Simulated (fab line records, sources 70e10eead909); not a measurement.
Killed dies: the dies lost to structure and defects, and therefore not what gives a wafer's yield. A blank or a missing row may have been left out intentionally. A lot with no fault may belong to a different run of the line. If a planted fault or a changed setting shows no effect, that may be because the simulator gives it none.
Matching of chambers :: flow nand_harc :: 4 sister chambers for NHARC_A_STAIRCASE_TRIM_12 on rie_diel-06
The step chemistry O2, time 211.2 s. 8 wafers are shown with their chamber, then 6 later ones without.

WAFERS WITH THEIR CHAMBER
wafer: L657.2
chamber: 1
drypump_motor_current_A (A): 5.2
showerhead_plenum_p_Torr (Torr): 3.50

wafer: L661.3
chamber: 2
drypump_motor_current_A (A): 5.9
showerhead_plenum_p_Torr (Torr): 3.50

wafer: L658.3
chamber: 2
drypump_motor_current_A (A): 5.8
showerhead_plenum_p_Torr (Torr): 3.50

wafer: L658.5
chamber: 1
drypump_motor_current_A (A): 5.1
showerhead_plenum_p_Torr (Torr): 3.50

wafer: L666.5
chamber: 0
drypump_motor_current_A (A): 5.6
showerhead_plenum_p_Torr (Torr): 3.52

wafer: L666.6
chamber: 3
drypump_motor_current_A (A): 6.4
showerhead_plenum_p_Torr (Torr): 3.47

wafer: L668.1
chamber: 3
drypump_motor_current_A (A): 6.4
showerhead_plenum_p_Torr (Torr): 3.47

wafer: L668.3
chamber: 0
drypump_motor_current_A (A): 5.6
showerhead_plenum_p_Torr (Torr): 3.51

WAFERS MISSING THEIR CHAMBER
wafer: L668.5
drypump_motor_current_A (A): 6.4
showerhead_plenum_p_Torr (Torr): 3.47

wafer: L672.1
drypump_motor_current_A (A): 5.0
showerhead_plenum_p_Torr (Torr): 3.48

wafer: L672.3
drypump_motor_current_A (A): 6.4
showerhead_plenum_p_Torr (Torr): 3.47

wafer: L672.5
drypump_motor_current_A (A): 5.9
showerhead_plenum_p_Torr (Torr): 3.48

wafer: L674.3
drypump_motor_current_A (A): 5.9
showerhead_plenum_p_Torr (Torr): 3.48

wafer: L674.4
drypump_motor_current_A (A): 5.6
showerhead_plenum_p_Torr (Torr): 3.51

CHAMBER TAKEN BY EACH
wafer: L668.5
from the rows above: 3
in truth: 3

wafer: L672.1
from the rows above: 1
in truth: 1

wafer: L672.3
from the rows above: 3
in truth: 3

wafer: L672.5
from the rows above: 2
in truth: 2

wafer: L674.3
from the rows above: 2
in truth: 2

wafer: L674.4
from the rows above: 0
in truth: 0
Placed correctly: 6 of 6. From these rows, 0 cannot be placed. Placed wrongly: 0.
How it was worked out, from the rows above alone: a wafer's distance from a chamber is the root of the sum, over the readings, of the square of ((its reading less the chamber's mean) divided by the reading's scatter). The wafer belongs to the nearest chamber; if the next one is less than 2 further off, it can't be placed. A chamber's mean is the mean of its shown wafers. How the scatter is found: for the shown wafers, subtract from each reading the mean of its chamber, square and add these, divide the total by (wafers less chambers), then take the root.
